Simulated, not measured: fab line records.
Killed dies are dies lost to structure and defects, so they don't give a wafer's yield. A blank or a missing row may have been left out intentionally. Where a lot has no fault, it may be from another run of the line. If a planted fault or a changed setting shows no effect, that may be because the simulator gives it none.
A lot that was struck, set against a sound lot | flow n5-finfet | 22 steps out of a route of 1938
Sound: the wafers L436.1, L436.2, L436.4. Struck: wafer L440.2. (L440.4, L440.5 of the same lot were not struck and are left out.) The cause comes at the end.
Order at every step that has rows: each side's tool, ch and its chambers, its first start. Under that, the readings that differ: sound wafers | struck wafers | difference of the means | sigmas: that difference in standard deviations of wafers without a fault.
alike: same words and numbers on both sides, and readings whose means sit less than 2 such deviations apart. not compared: any withheld reading, any reading some wafer has no value for, any bound like >300 that may hide the same value, and any number with overlapping values for which the record gives no deviation.
Wherever a step has rows on one side only, a row that says differs or no value, or a row with sigmas, the two part there. When numbers do not overlap yet have no deviation, they are printed without sigmas and do not part them. A reading that every wafer of one side lacks parts them only if that side has two wafers or more.

N5_WELL_APT_CD_MEAS_08: the cd target is 200 nm.
  sound on cd-sem-02 ch 0, day 3 07:50; struck on cd-sem-03 ch 0, day 4 07:41
  reading    | sound             | struck | difference | sigmas
  cd-nm (nm) | 200.0 199.5 199.2 | 203.1  | +3.5       | +2
N5_WELL_APT_OVL_MEAS_09:
  sound on overlay-02 ch 0, day 3 07:52; struck on overlay-02 ch 0, day 4 07:43
  reading        | sound   | struck | difference | sigmas
  NWELL_OVL (nm) | -4 -1 0 | -10    | -8         | -2
N5_WELL_APT_INSPECT_10: inspects for defects (macro).
  sound on defect-inspect-02 at day 3 07:53; struck on defect-inspect-01 at day 4 07:44
  alike: raw-defect-count
N5_WELL_APT_DESCUM_13: chemistry O2, time 7.9 s.
  sound on rie-diel-01 ch 0,1,2, day 3 07:59; struck on rie-diel-01 ch 2, day 4 07:46
  alike: chamber-pressure-mTorr, drypump-motor-current-A, oes-product-au, rf-vpp-V, showerhead-plenum-p-Torr, throttle-valve-pct
  not compared: rf-hours-counter-h
then, 8 steps without rows for these wafers: N5_WELL_APT_IMPLANT_14; N5_WELL_APT_IMPLANT_15; N5_WELL_APT_STRIP_16 (strips in SPM, time 900 s); N5_WELL_APT_HMDS_18 (time 60 s); N5_WELL_APT_COAT_19 (resist thk 950 nm); N5_WELL_APT_EBR_21; N5_WELL_APT_SOFTBAKE_20 (time 60 s); N5_WELL_APT_EXPOSE_22 (exposes mask PWELL, defocus 0 nm, target cd 200 nm).
N5_WELL_APT_PEB_23: peb time 90 s.
  sound on litho-track-01 ch 0, day 3 09:01; struck on litho-track-01 ch 0, day 4 08:41
  reading                  | sound             | struck | difference | sigmas
  heater-power-total-W (W) | 172.2 173.1 171.8 | 183.1  | +10.7      | +15
then, 2 steps without rows for these wafers: N5_WELL_APT_DEVELOP_24 (develop time 45 s); N5_WELL_APT_HARDBAKE_29 (time 120 s).
N5_WELL_APT_CD_MEAS_25: the cd target is 200 nm.
  sound on cd-sem-02 ch 0, day 3 09:08; struck on cd-sem-03 ch 0, day 4 08:49
  reading    | sound             | struck | difference | sigmas
  cd-nm (nm) | 200.5 197.2 200.7 | 192.4  | -7.1       | -4
N5_WELL_APT_OVL_MEAS_26:
  sound on overlay-01 ch 0, day 3 09:10; struck on overlay-02 ch 0, day 4 08:50
  alike: PWELL_OVL
N5_WELL_APT_INSPECT_27: inspects for defects (macro).
  sound on defect-inspect-01 at day 3 09:11; struck on defect-inspect-01 at day 4 08:52
  alike: raw-defect-count
N5_WELL_APT_DESCUM_30: chemistry O2, time 7.9 s.
  sound on rie-diel-05 ch 0,1,2, day 3 09:14; struck on rie-diel-01 ch 0, day 4 08:55
  reading                   | sound             | struck | difference | sigmas
  rf-hours-counter-h (h)    | 177 220 184       | 242    | +48        |
  model.WELL_APT.cd-nm (nm) | 200.4 197.3 200.5 | 192.1  | -7.3       |
  alike: chamber-pressure-mTorr, drypump-motor-current-A, oes-product-au, rf-vpp-V, showerhead-plenum-p-Torr, throttle-valve-pct
following that, these wafers have no rows for 1 step: N5_WELL_APT_IMPLANT_31.
-- record jumps: 6 days separate the struck wafers' starts on either side; left off in module WELL_APT, taken up again in module BEOL_M4, whose first shown step is the route's number 1111 --
N5_BEOL_M4_RC_MEAS_101:
  sound on prober-02 ch 0, day 9 09:44; struck on prober-02 ch 0, day 10 10:36
  reading       | sound          | struck | difference | sigmas
  SS_N (mV/dec) | 72.1 72.0 72.1 | 70.7   | -1.4       | -2
  alike: DIBL_N, DIBL_P, IOFF_N, IOFF_P, ION_N, ION_P, SS_P, VT_N, VT_P
following that, these wafers have no rows for 1 step: N5_PASSIVATION_PROBE_49.

== WHERE THEY PART ==
First at N5_WELL_APT_CD_MEAS_08; last, within this record, at N5_BEOL_M4_RC_MEAS_101.

WHY: what the simulator had put in
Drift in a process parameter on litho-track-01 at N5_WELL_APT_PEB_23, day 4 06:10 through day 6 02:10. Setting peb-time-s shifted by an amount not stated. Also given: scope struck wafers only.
